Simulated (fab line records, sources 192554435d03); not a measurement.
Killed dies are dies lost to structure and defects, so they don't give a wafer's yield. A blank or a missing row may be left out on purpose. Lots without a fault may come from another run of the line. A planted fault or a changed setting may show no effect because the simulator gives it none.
Split-lot experiment | flow n5_finfet | 7 lots, 21 wafers read, on a route of 1938 steps

THE SPLIT
At N5_BEOL_M3_TRENCH_ETCH_37 (etches SiOC in C4F6/O2, target depth 55.555 nm, time 29.2 s), the setting time_s was moved away from the recipe's 29.2 s on 4 of the 21 wafers read, by +10.2% to +19.0%. The other wafers ran this setting at the recipe's value.

FROM THE SPLIT TO THE READING: what the file shows between them, 2 steps
- N5_BEOL_M3_ETCH_41: etches SiCN in CH3F/O2, target depth 29.9 nm, time 52.5 s
- N5_BEOL_M3_STRIP_97: strips in N2/H2, time 10 s

THE READING
trench_depth_nm, in nm, at N5_BEOL_M3_OCD_MEAS_38. Fault-free wafers of this fab line usually give 55.5 nm, standard deviation 0.96 nm.

wafer  | tool, chamber at the split | time_s as run, s | against the recipe | trench_depth_nm, nm | against lot-mates on the recipe
L075.1 | rie_diel-03, 3             | 29.2             | recipe             | 56.0                | -
L075.5 | rie_diel-03, 2             | 29.2             | recipe             | 54.8                | -
L075.6 | rie_diel-03, 1             | 29.2             | recipe             | 55.9                | -
L077.2 | rie_diel-06, 2             | 32.17            | +10.2%             | 63.3                | +7.5
L077.4 | rie_diel-06, 3             | 29.2             | recipe             | 56.4                | -
L077.5 | rie_diel-06, 1             | 29.2             | recipe             | 55.2                | -
L081.2 | rie_diel-01, 1             | 29.2             | recipe             | 57.3                | -
L081.4 | rie_diel-01, 0             | 29.2             | recipe             | 56.9                | -
L081.6 | rie_diel-01, 0             | 29.2             | recipe             | 56.2                | -
L090.4 | rie_diel-01, 2             | 29.2             | recipe             | 55.9                | -
L090.5 | rie_diel-01, 2             | 29.2             | recipe             | 56.8                | -
L090.6 | rie_diel-01, 1             | 29.2             | recipe             | 57.2                | -
L091.3 | rie_diel-06, 1             | 29.2             | recipe             | 53.5                | -
L091.5 | rie_diel-06, 1             | 34.74            | +19.0%             | 64.4                | +10.3
L091.6 | rie_diel-06, 0             | 29.2             | recipe             | 54.8                | -
L092.1 | rie_diel-06, 1             | 29.2             | recipe             | 54.9                | -
L092.3 | rie_diel-06, 3             | 33.76            | +15.6%             | 64.7                | +9.8
L092.4 | rie_diel-06, 2             | 33.76            | +15.6%             | 65.5                | +10.6
L093.1 | rie_diel-06, 1             | 29.2             | recipe             | 54.4                | -
L093.3 | rie_diel-06, 2             | 29.2             | recipe             | 57.1                | -
L093.6 | rie_diel-06, 2             | 29.2             | recipe             | 56.9                | -

THE FIT
A straight line over all 21 wafers: trench_depth_nm changes by +0.547 nm for each +1% of time_s; r = +0.94; the points scatter about the line by 1.2 nm.
The same after taking each lot's own level away (the mean of its wafers on the recipe; 21 wafers): +0.617 nm for each +1%; r = +0.98; scatter 0.83 nm.
On that fit, the largest move of time_s shifts the reading by 12 nm.
The lots' own levels span 54.15 to 56.80 nm, that is 2.8 times the standard deviation above.
So the lot-to-lot level changes the slope: the two fits differ.
Check: with one of the wafers moved furthest among these (+19.0%) left out of the fit, the line predicts +12.7 nm for it against its lot-mates. It came out at +10.3 nm against them.

OTHER SPLITS ON THESE WAFERS
These wafers also went through other splits before the reading. Each is held against what the fit with the lots' levels taken away leaves over:
other split on the same wafers | wafers away from the commonest value | r with trench_depth_nm (lot level and that fit taken away)
N5_BEOL_M1_EXPOSE_08 dose_mj   | 9                                    | -0.12
N5_BEOL_M1_ETCH_64 bias_w      | 4                                    | -0.05
N5_BEOL_M1_DEP_57 time_s       | 8                                    | +0.45
N5_BEOL_M2_COAT_73 spin_rpm    | 7                                    | -0.46

THE WHOLE CHAIN: every reading that the file lists as answering this split, in the file's order
step                      | what it does                                                | reading                                                                   | change (the file's fit)               | r (the file's)
N5_BEOL_M3_TRENCH_ETCH_37 | etches SiOC in C4F6/O2, target depth 55.555 nm, time 29.2 s | etch.depth_nm (the simulator's own value, which no gauge read)            | +0.606 nm for each +1% of the setting | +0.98
N5_BEOL_M3_TRENCH_ETCH_37 | etches SiOC in C4F6/O2, target depth 55.555 nm, time 29.2 s | BEOL_M3.feature_depth_nm (the simulator's own value, which no gauge read) | +0.603 nm for each +1% of the setting | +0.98
N5_BEOL_M3_OCD_MEAS_38    |                                                             | trench_depth_nm                                                           | +0.606 nm for each +1% of the setting | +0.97

THE FILE'S OWN FIT
trench_depth_nm changes by +0.606 nm for each +1% of time_s, r = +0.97.
